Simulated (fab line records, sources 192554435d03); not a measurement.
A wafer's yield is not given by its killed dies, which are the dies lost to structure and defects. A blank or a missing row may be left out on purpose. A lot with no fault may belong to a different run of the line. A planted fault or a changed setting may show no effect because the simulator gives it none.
fab line records    flow n5-finfet
record lots=3  wafers=9  last-day=17
route steps=1938 shown BEOL_M4@1099 BEOL_M5@1112 BEOL_M11@1590 BEOL_M15@1830 PASSIVATION@1936
lots untouched by any fault: they come from a run of this same line in which no faults occurred
start-h: the number of hours between the record's first day and the start of the first shown wafer of the lot    wait-h: how many hours have passed since the lot's step before this one    " same as the row above    L1.1+2: one row covering several wafers at once    - no value, or no start was given    * or withheld: withheld    < > ~ a bound
route shown NAME@n: names a module that has steps shown in the file, with the first one's number in the route    usual: mean/standard deviation taken from wafers without a fault    same: alike in all rows    chamber/n: place in a boat    sites: the reading at each site    _std_site: their standard deviation    _edge_site: the outer-site mean with the inner-site mean subtracted    radius-mm: for every site, how far away it sits from the centre of the wafer    mask NAME#n: copy n    behind: the most recent tool/chamber to have shaped the wafer    hold: why the lot went on hold/how many hours it stayed there/how the hold came to an end    device: names the non-switching transistor (n, p or np)    end of line: tests run on the same wafers once the route is complete    where a step has no rows: the recipe by itself    killed: dies lost to structure and defects at the first sort, not the wafer's yield    map: per-die view of a wafer (x killed, . not killed, _ where there is no die)
set.NAME: setting as actually run; set.NAME@STEP: the setting as run at that earlier step    model.NAME: the simulator's own value behind a step, which no gauge read
certain route steps with their lots: each step a table, each wafer a row
services: a tool's chamber out of use, with start hour (start-h, from the record's first day; less than 0 if before it), hours out, and reason
## steps
# step N5_BEOL_M4_ANNEAL_95
# recipe temp-c=400  time-s=240  ambient=vacuum
# step N5_BEOL_M4_SPUTTER_96
# recipe material=Cu  target-thk-a=45  temp-c=-20  chamber-pressure-pa=0.07  power-w=withheld  time-s=8.29
# step N5_BEOL_M4_ECD_50
# recipe material=Cu  target-thk-a=3000
# step N5_BEOL_M4_ANNEAL_51
# recipe temp-c=225  time-s=90  ambient=N2
# step N5_BEOL_M4_CMP_52
# recipe stop-on=SiOC  t-overpolish-s=6.8  down-force-psi=1  platen-rpm=50  clearing-platen-down-force-psi=1.5  clearing-platen-rpm=50  post-cmp-clean=cu-alkaline  target-thk-nm=40  clearing-platen-pad-velocity-m-s=0.99484  pad-velocity-m-s=0.99484
# step N5_BEOL_M4_PRE_CLEAN_60
# recipe gas=NH3/H2  time-s=15  temp-c=*  rf-power-w=300
# step N5_BEOL_M4_CO_CAP_55
# recipe material=Co  target-thk-a=20  temp-c=200  precursor=CCTBA/H2  pressure-torr=30  time-s=102.1
# step N5_BEOL_M4_PRE_CLEAN_56
# recipe gas=NH3  time-s=15  temp-c=withheld  rf-power-w=300
# step N5_BEOL_M4_DEP_57
# recipe material=SiCN  target-thk-a=80  temp-c=withheld  precursor=3MS/NH3  pressure-torr=3  rf-w=202  time-s=14
# step N5_BEOL_M4_RC_MEAS_101
# usual DIBL_N=35.7/1.5  DIBL_P=35.7/2  IOFF_N=0.155/0.026  IOFF_P=0.20/0.031  ION_N=675/11  ION_P=462/7.1  SS_N=71.3/0.57  SS_P=73.1/0.56  VT_N=250/3  VT_P=-251/3
lot.wafer  tool       chamber  start-h  wait-h  DIBL_N[mV/V]  DIBL_P[mV/V]  IOFF_N[nA/um]  IOFF_P[nA/um]  ION_N[uA/um]  ION_P[uA/um]  SS_N[mV/dec]  SS_P[mV/dec]  VT_N[mV]  VT_P[mV]
L116.2     prober-02  0        176.03   0.2     33.2          32.0          0.120          0.15           678           471           70.4          72.1          253       -254
L116.4     "          0        "        "       35.7          35.7          0.157          0.21           682           466           71.2          73.1          248       -250
L116.5     "          0        "        "       37.4          36.9          0.186          0.23           676           468           71.4          73.7          246       -249
L123.2     prober-01  0        217.64   0.8     34.0          33.0          0.113          0.15           661           449           70.9          72.8          255       -257
L123.3     "          0        "        "       34.4          34.9          0.131          0.18           680           473           71.6          73.0          252       -256
L123.6     "          0        "        "       36.8          37.2          0.156          0.21           669           461           72.2          74.0          252       -251
L136.2     prober-01  0        305.52   0.2     32.7          33.4          0.113          0.16           666           452           70.4          72.4          254       -254
L136.3     "          0        "        "       34.7          35.0          0.136          0.18           669           454           71.8          72.3          251       -252
L136.4     "          0        "        "       34.4          34.9          0.138          0.17           670           448           70.7          72.6          251       -254
# step N5_BEOL_M5_ILD_DEP_00
# recipe material=SiCOH_lowk  target-thk-a=1406.4  temp-c=300  precursor=DEMS/porogen  pressure-torr=5  rf-w=500  time-s=25.9
# step N5_BEOL_M5_CURE_79
# recipe temp-c=385  time-s=240  ambient=He/Ar  material=SiCOH_lowk
# step N5_BEOL_M5_PECVD_70
# recipe material=SiO2  target-thk-a=160  temp-c=400  precursor=TEOS/O2  pressure-torr=5.5  rf-w=450  teos-flow-sccm=53.8  gas=O2  flow-sccm=3000  time-s=18
# step N5_BEOL_M5_HM_DEP_02
# recipe material=TiN  target-thk-a=200  temp-c=25  chamber-pressure-pa=0.49996
# step N5_BEOL_M5_COAT_59
# recipe resist=SOC  temp-c=250  time-s=60  spin-rpm=1500  resist-thk-nm=60
# step N5_BEOL_M5_COAT_60
# recipe resist=SiARC  temp-c=220  time-s=60  spin-rpm=1500  resist-thk-nm=12
# step N5_BEOL_M5_COAT_71
# recipe resist=underlayer  temp-c=205  time-s=60  spin-rpm=1500  resist-thk-nm=5
# step N5_BEOL_M5_COAT_05
# recipe resist=CAR-EUV  spin-rpm=1500  resist-thk-nm=30
# step N5_BEOL_M5_EBR_07
# recipe solvent=PGMEA  ebr-width-mm=1.5
# step N5_BEOL_M5_SOFTBAKE_06
# recipe temp-c=110  time-s=60  resist=CAR-EUV
# step N5_BEOL_M5_EXPOSE_08
# recipe mask-id=M5  na=0.33  source-shape=annular  sigma-inner=0.4  sigma-outer=0.8  polarization=unpolarized  target-cd-nm=28  dose-mj=35.75
# step N5_BEOL_M5_PEB_09
# recipe peb-temp-c=100  peb-time-s=60  resist=CAR-EUV
# step N5_BEOL_M5_DEVELOP_10
# recipe develop-time-s=30  developer=TMAH  resist=CAR-EUV  rinse-liquid=surfactant-rinse  dry=air-spin  dev-temp-c=23
# step N5_BEOL_M5_DESCUM_16
# recipe chemistry=O2  time-s=7  source-power-w=50  bias-power-w=20  pressure-mtorr=20  rf-frequency-hz=2.712e+07  temp-c=40  resist=CAR-EUV  o2-flow-sccm=225
# step N5_BEOL_M5_ETCH_72
# recipe chemistry=N2/H2  target=underlayer  target-depth-a=65  mask-material=CAR-EUV  time-s=5.2  ion-energy-ev=200  pressure-mtorr=30  source-w=840  bias-w=150  n2-flow-sccm=200  h2-flow-sccm=200  ends=cleared
# step N5_BEOL_M5_ETCH_61
# recipe chemistry=CF4  target=SiARC  target-depth-a=156  mask-material=CAR-EUV  time-s=26  ion-energy-ev=80  pressure-mtorr=40  source-w=545  bias-w=36  Ar_flow_sccm=100  cf4-flow-sccm=100  ends=cleared
# step N5_BEOL_M5_ETCH_62
# recipe chemistry=N2/H2  target=SOC  target-depth-a=750  overetch-a=150  mask-material=SiARC  temp-c=40  time-s=112.5  ion-energy-ev=200  pressure-mtorr=30  source-w=840  bias-w=150  n2-flow-sccm=200  h2-flow-sccm=200
# step N5_BEOL_M5_STRIP_63
# recipe chemistry=N2/H2  temp-c=40  n2-flow-sccm=200  h2-flow-sccm=200  rf-frequency-hz=6e+07
# step N5_BEOL_M5_STRIP_73
# recipe chemistry=N2/H2  temp-c=40  n2-flow-sccm=200  h2-flow-sccm=200  rf-frequency-hz=6e+07
# step N5_BEOL_M5_STRIP_64
# recipe chemistry=CF4  resist=SiARC  power-w=300  bias-power-w=75  pressure-mtorr=50  cf4-flow-sccm=150  rf-frequency-hz=6e+07
# step N5_BEOL_M5_HM_OPEN_17
# recipe chemistry=Cl2/BCl3  target-depth-a=200  overetch-a=60  target=TiN  mask-material=SOC  ion-energy-ev=150  pressure-mtorr=10  icp-w=1000  bias-w=126  Cl2_flow_sccm=53.25  bcl3-flow-sccm=21.75  Ar_flow_sccm=25
# step N5_BEOL_M5_STRIP_19
# recipe chemistry=O2  power-w=400  temp-c=40  pressure-mtorr=30  rf-frequency-hz=6e+07  bias-power-w=0  overash-fraction=0.2  o2-flow-sccm=225
# step N5_BEOL_M5_COAT_65
# recipe resist=SOC  temp-c=250  time-s=60  spin-rpm=1500  resist-thk-nm=60
# step N5_BEOL_M5_COAT_66
# recipe resist=SiARC  temp-c=220  time-s=60  spin-rpm=1500  resist-thk-nm=12
# step N5_BEOL_M11_ALD_74
# recipe material=TaN  target-thk-a=20  temp-c=275  ald-precursor-family=PDMAT  ald-co-reactant=NH3  pressure-torr=3  carrier-flow-sccm=1500  pulse-time-s=2  purge-time-s=3  co-reactant-purge-time-s=2  co-reactant-pulse-time-s=3  ald-cycles=40  precursor-vessel-temp-c=75  precursor-vessel-pressure-torr=26.25  precursor-vessel-carrier-sccm=1000
# usual ald-cycles=40/0  heater-power-w=422/39
lot.wafer  tool          chamber  start-h  wait-h  ald-cycles  heater-power-w  model.TaN_of_BEOL_M11_ALD_74.thk-nm
L116.2     ald-metal-02  2        242.49   0.3     40          433             2
L116.4     "             3        "        "       40          500             2
L116.5     "             0        "        "       40          439             2
L123.2     ald-metal-02  3        282.55   0.1     40          498             2
L123.3     "             2        "        "       40          429             2
L123.6     "             0        "        "       13          430             0.6
L136.2     ald-metal-03  2        371.30   0.3     40          399             2
L136.3     "             3        "        "       40          391             2
L136.4     "             1        "        "       40          390             2
# step N5_BEOL_M15_RC_MEAS_101
# usual COMB_M10=1.5e-11/3.1e-12  COMB_M11=1.5e-11/3.1e-12  COMB_M11_max_site=2.1e-11/4.8e-12  COMB_M12=7e-12/1.3e-12  COMB_M13=5.5e-12/1e-12  COMB_M14=4.1e-12/7.1e-13  COMB_M15=3.2e-12/5.9e-13  COMB_M5=3.7e-11/7.8e-12  COMB_M6=2.6e-11/5.1e-12  COMB_M7=2.5e-11/5.4e-12  COMB_M8=2.7e-11/5.7e-12  COMB_M9=1.5e-11/3e-12  SERP_M10=3.07/0.091  SERP_M11=3.10/0.076  SERP_M12=0.632/0.016  SERP_M13=0.310/0.0062  SERP_M13_max_site=0.313/0.0065  SERP_M14=0.159/0.0051  SERP_M5=38.9/1.7  SERP_M6=13.7/0.57  SERP_M7=14.0/0.52  SERP_M8=13.6/0.59  SERP_M9=3.08/0.082
lot.wafer  tool       chamber  start-h  wait-h  COMB_M10[S/m]  COMB_M11[S/m]  COMB_M11_max_site[S/m]  COMB_M12[S/m]  COMB_M13[S/m]  COMB_M14[S/m]  COMB_M15[S/m]  COMB_M5[S/m]  COMB_M6[S/m]  COMB_M7[S/m]  COMB_M8[S/m]  COMB_M9[S/m]  SERP_M10[ohm/um]  SERP_M11[ohm/um]  SERP_M12[ohm/um]  SERP_M13[ohm/um]  SERP_M13_max_site[ohm/um]  SERP_M14[ohm/um]  SERP_M5[ohm/um]  SERP_M6[ohm/um]  SERP_M7[ohm/um]  SERP_M8[ohm/um]  SERP_M9[ohm/um]
L116.2     prober-01  0        272.76   0.2     1.4e-11        1.1e-11        1.4e-11                 7.2e-12        6.2e-12        4.7e-12        2.6e-12        2.9e-11       2.8e-11       2.8e-11       2.5e-11       1.3e-11       2.82              3.12              0.632             0.308             0.310                      0.167             37.3             14.0             13.9             13.0             3.13
L116.4     "          0        "        "       1.3e-11        1.1e-11        1.6e-11                 7.5e-12        4.1e-12        2.9e-12        3.8e-12        2.9e-11       3.3e-11       2.3e-11       3.9e-11       1.1e-11       2.91              3.06              0.618             0.308             0.312                      0.156             40.0             14.5             13.9             13.0             3.01
L116.5     "          0        "        "       1.5e-11        1.2e-11        1.7e-11                 7e-12          5.3e-12        3.5e-12        2.6e-12        3.6e-11       3.3e-11       3.5e-11       3.1e-11       2e-11         3.05              3.17              0.622             0.302             0.303                      0.167             39.2             14.0             14.1             13.2             3.05
L123.2     prober-01  0        316.93   0.2     1.3e-11        1.8e-11        2.9e-11                 6.7e-12        7.2e-12        4.8e-12        3.4e-12        3.4e-11       2e-11         3.2e-11       3e-11         1.2e-11       3.00              3.38              0.626             0.313             0.314                      0.157             39.4             13.7             13.9             12.7             3.03
L123.3     "          0        "        "       1.7e-11        2.5e-11        3.1e-11                 6.1e-12        5.9e-12        4.3e-12        2.8e-12        3.3e-11       2.1e-11       2.5e-11       2.1e-11       1.3e-11       3.04              3.11              0.634             0.306             0.311                      0.157             38.0             13.5             14.0             13.5             3.09
L123.6     "          0        "        "       1.4e-11        6.94e-10       9.9e-10                 7e-12          5.4e-12        5.5e-12        3.6e-12        4e-11         2.9e-11       2e-11         3.5e-11       1.1e-11       3.02              2.92              0.623             0.305             0.309                      0.156             39.7             13.7             13.6             12.9             3.18
L136.2     prober-02  0        398.54   0.2     1.6e-11        1.5e-11        2.5e-11                 4.8e-12        5e-12          3.7e-12        3.7e-12        3.8e-11       2.4e-11       2.1e-11       2.2e-11       1.3e-11       3.00              3.08              0.646             0.308             0.311                      0.157             37.6             12.8             14.1             13.9             3.15
L136.3     "          0        "        "       1.1e-11        1.1e-11        1.4e-11                 5e-12          5.3e-12        4.1e-12        2.7e-12        3.5e-11       2.3e-11       1.7e-11       2.3e-11       1.5e-11       3.03              3.07              0.622             0.309             0.311                      0.166             37.9             14.1             13.9             13.7             3.02
L136.4     "          0        "        "       1e-11          1.3e-11        2e-11                   4.8e-12        5.4e-12        3.2e-12        2.7e-12        4.7e-11       3e-11         1.8e-11       2.7e-11       8e-12         3.14              3.19              0.625             0.308             0.309                      0.156             39.0             13.9             13.9             14.5             3.11
# sites COMB_M11 radius-mm=0,75,75,75,75,140,140,140,140
L116.2 9e-12 8e-12 1e-11 1.4e-11 1.3e-11 1.1e-11 1.1e-11 9e-12 1.3e-11
L123.2 1.6e-11 2.5e-11 1.6e-11 1.5e-11 1.9e-11 2.9e-11 1.5e-11 1.8e-11 2.2e-11
L136.2 1.5e-11 1.2e-11 1.4e-11 1.7e-11 1.7e-11 1.2e-11 2.5e-11 2.2e-11 1.2e-11
# step N5_PASSIVATION_PROBE_49
# usual defect-limited-yield=91.4/1.5  killed_at_M0_to_M3=34/10  killed_at_M4_up=15/6  killed-at-contacts=12/6  killed-at-front-end=37/11  killed-at-other=3.3/2.8  killed-dies=101/18  killed-open=66/14  killed-short=33/7.8  sort_bin_4_leakage=0/0  sort_bin_5_function=5.0/0.97  sort_bin_6_memory=3.2/0.72  sort-n-pass=1079/18  sort-yield-pct=91.4/1.5
# same gross-dies=1180  killed-at-back-side=0  sort_bin_8_speed[%]=0
lot.wafer  tool       chamber  start-h  wait-h  defect-limited-yield[%]  killed_at_M0_to_M3  killed_at_M4_up  killed-at-contacts  killed-at-front-end  killed-at-other  killed-dies  killed-open  killed-short  sort_bin_4_leakage[%]  sort_bin_5_function[%]  sort_bin_6_memory[%]  sort-n-pass  sort-yield-pct[%]
L116.2     prober-02  -        288.34   0.1     92.3                     21                  12               14                  32                   12               91           58           31            0                      4.6                     2.8                   1089         92.3
L116.4     prober-02  -        288.44   0.2     92.8                     34                  13               4                   31                   3                85           54           29            0                      5.4                     1.7                   1095         92.8
L116.5     prober-02  -        288.49   0.2     93.1                     24                  15               4                   33                   6                82           57           25            0                      4.6                     2.1                   1098         93.1
L123.2     prober-02  -        330.91   0.1     93.1                     22                  15               18                  26                   1                82           51           28            0                      4.1                     2.5                   1098         93.1
L123.3     prober-02  -        330.96   0.1     91.3                     35                  9                15                  43                   1                103          60           37            0                      5.3                     3.1                   1077         91.3
L123.6     prober-02  -        331.11   0.3     90.5                     16                  50               18                  26                   2                112          55           18            3.05                   4.0                     2.3                   1068         90.5
L136.2     prober-02  -        411.50   0.1     91.7                     30                  16               13                  34                   5                98           63           26            0                      4.7                     3.3                   1082         91.7
L136.3     prober-02  -        411.55   0.1     91.6                     42                  12               15                  28                   2                99           67           29            0                      5.2                     3.2                   1081         91.6
L136.4     prober-02  -        411.60   0.2     90.6                     27                  14               18                  51                   1                111          61           48            0                      5.8                     3.2                   1069         90.6
# killed by level:class
L116.2 FIN_SAQP:geometric-particle:short=11 MOL_CONTACT_COAG:geometric-particle:open=11 BEOL_M6:geometric-particle:open=5 FIN_SAQP:geometric-particle:open=4 BEOL_M0_SAQP:geometric-particle:short=4 BEOL_M0_SAQP:geometric-particle:open=4 BEOL_M3:geometric-particle:open=4 PASS1_CAP:geometric-particle:short=4
L116.4 BEOL_M0_SAQP:geometric-particle:open=13 BEOL_M0_SAQP:geometric-particle:short=8 STARTING-WAFER:geometric-particle:open=6 GATE_CUT:geometric-particle:open=5 STARTING-WAFER:geometric-particle:short=5 BEOL_M4:geometric-particle:open=5 BEOL_M3:geometric-particle:open=4 FIN_SAQP:geometric-particle:short=3
L116.5 BEOL_M4:geometric-particle:open=12 BEOL_M0_SAQP:geometric-particle:open=8 FIN_SAQP:geometric-particle:open=7 FIN_SAQP:geometric-particle:short=6 BEOL_M0_SAQP:geometric-particle:short=5 BEOL_M1:geometric-particle:open=5 ILD0:geometric-particle:short=4 MOL_CONTACT_COAG:geometric-particle:open=4
L123.2 MOL_CONTACT_COAG:geometric-particle:open=16 BEOL_M0_SAQP:geometric-particle:open=6 FIN_SAQP:geometric-particle:short=5 BEOL_M0_SAQP:geometric-particle:short=5 BEOL_M5:geometric-particle:short=5 BEOL_M1:geometric-particle:open=4 BEOL_M4:geometric-particle:open=3 STI_FIN_REVEAL:geometric-particle:open=3
L123.3 STI_FIN_REVEAL:geometric-particle:open=15 MOL_CONTACT_COAG:geometric-particle:open=13 FIN_SAQP:geometric-particle:short=8 BEOL_M1:geometric-particle:open=8 BEOL_M1:geometric-particle:short=5 BEOL_M2:geometric-particle:open=5 BEOL_M0_SAQP:geometric-particle:short=4 BEOL_M0:geometric-particle:short=4
L123.6 M11:area-ald=36 MOL_CONTACT_COAG:geometric-particle:open=14 STI_FIN_REVEAL:geometric-particle:open=7 BEOL_M4:geometric-particle:open=6 DUMMY_GATE:geometric-particle:open=4 MOL_CONTACT_COAG:geometric-particle:short=4 BEOL_M2:geometric-particle:open=4 GATE_CUT:geometric-particle:short=3
L136.2 STI_FIN_REVEAL:geometric-particle:open=8 MOL_CONTACT_COAG:geometric-particle:open=8 BEOL_M1:geometric-particle:open=7 BEOL_M2:geometric-particle:open=7 GATE_CUT:geometric-particle:open=6 DUMMY_GATE:geometric-particle:open=4 BEOL_M4:geometric-particle:open=4 BEOL_M0_SAQP:geometric-particle:short=4
L136.3 MOL_CONTACT_COAG:geometric-particle:open=12 BEOL_M2:geometric-particle:open=11 STI_FIN_REVEAL:geometric-particle:open=10 BEOL_M0_SAQP:geometric-particle:short=8 GATE_CUT:geometric-particle:short=6 BEOL_M0_SAQP:geometric-particle:open=6 BEOL_M3:geometric-particle:open=6 BEOL_M1:geometric-particle:open=4
L136.4 FIN_SAQP:geometric-particle:short=20 BEOL_M2:geometric-particle:open=13 MOL_CONTACT_COAG:geometric-particle:open=12 STI_FIN_REVEAL:geometric-particle:open=9 MOL_CONTACT_COAG:geometric-particle:short=6 FIN_SAQP:geometric-particle:open=5 STI_FIN_REVEAL:geometric-particle:short=4 BEOL_M4:geometric-particle:open=4
# map L123.6 (x killed, . not)
_________________....x.x..x..________________
______________.xx..............x_____________
___________.......x....xx..........__________
__________x........x................_________
________....x...x..............x......_______
_______................x.......x.......______
______........x....................x...._____
_____....x...............................____
____...x..............x......x........x...___
___.......x...x....x.x................x....__
___.......xx.............xx................__
__...................x..........x.....x..x.._
__...............................x.........._
_..........x........x..................x.....
_..x..x...........x..........................
_........x..............................x....
_..x.......................................x.
_...........................x............x.x.
_.....x...........x.......x..x...............
_.xx.............x..x....x...x....x.......x..
_......x....xx..x..x...x...x......x.........x
__.......x...............x.................._
__.......x..x........x........x.x......xx..._
___..x.........x......................x....__
___........................xx..............__
____..x...x....x..............x....x......___
_____..........x......x.xx.......x.......____
______.........x...........x.xx....x...._____
_______...x............................______
________..........x....x...x.........._______
__________..............x..........._________
___________....x...........x..x....__________
______________........x.x...x..._____________
_________________..........x.________________
# map L116.2 (x killed, . not)
_________________.........x..________________
______________..xx..x..........._____________
___________........................__________
__________......x..........x........_________
________........x........x.x...xx....._______
_______.........x.x......x........x..x.______
______x....................x............_____
_____..............................x.....____
____..............x...x.....x.............___
___.............x............x.............__
___..............x.......x........x........__
__....x....xx.x.......x...x..........x......_
__.........................................._
_........................x........x.......x..
_.......x....x....x..........................
_...x..........x.............x.x........x....
_................x.x............x............
_..................x...x.................x...
_...x.x........x..........x........x.........
_.....................x...............x......
_................x....x.........x............
__.......x..x..xxx..........x............x.._
__....................x.x.............x....._
___..............x.........................__
___........x.............x...xx............__
____......................................___
_____.....x............x...............x.____
______........x............x............_____
_______.................x..............______
________......x..............x..x....._______
__________........x................._________
___________....xx..................__________
______________....x............._____________
_________________.....x.....x________________
## services
tool          chamber  start-h  hours  kind
ald-metal-03  2        235.99   3.8    repair
ald-metal-03  -        272.48   2.8    pm
ald-metal-02  -        335.70   0.9    repair
ald-metal-03  -        336.74   8.7    pm
ald-metal-03  0        359.40   -      clean
ald-metal-03  1        359.40   -      clean
ald-metal-03  2        359.40   -      clean
ald-metal-03  3        359.40   -      clean
## key
first-sign step=N5_BEOL_M11_ALD_74  reading=ald-cycles  direction=down  sigmas=99+  usual=*  struck=*
effect step=N5_BEOL_M15_RC_MEAS_101  reading=COMB_M11  direction=up  sigmas=99+  usual=1.5e-11  struck=6.94e-10
effect step=N5_PASSIVATION_PROBE_49  reading=sort_bin_4_leakage  direction=up  sigmas=36  usual=0  struck=3.05
model-effect step=N5_BEOL_M11_ALD_74  value=TaN_of_BEOL_M11_ALD_74.thk-nm  without=2  struck=0.6
more-kills-born-at N5_BEOL_M11_ALD_74@ald-metal-02=36
met-at N5_BEOL_M11_ALD_74
struck-wafers L123.6
onset-between 242.49 282.55
fault kind=process-parameter-drift  tool=ald-metal-02  chamber=0  onset-h=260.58  steps=N5_BEOL_M11_ALD_74  channel=ald-cycles  offset=*  shape=step  acts-in=*  stated=*
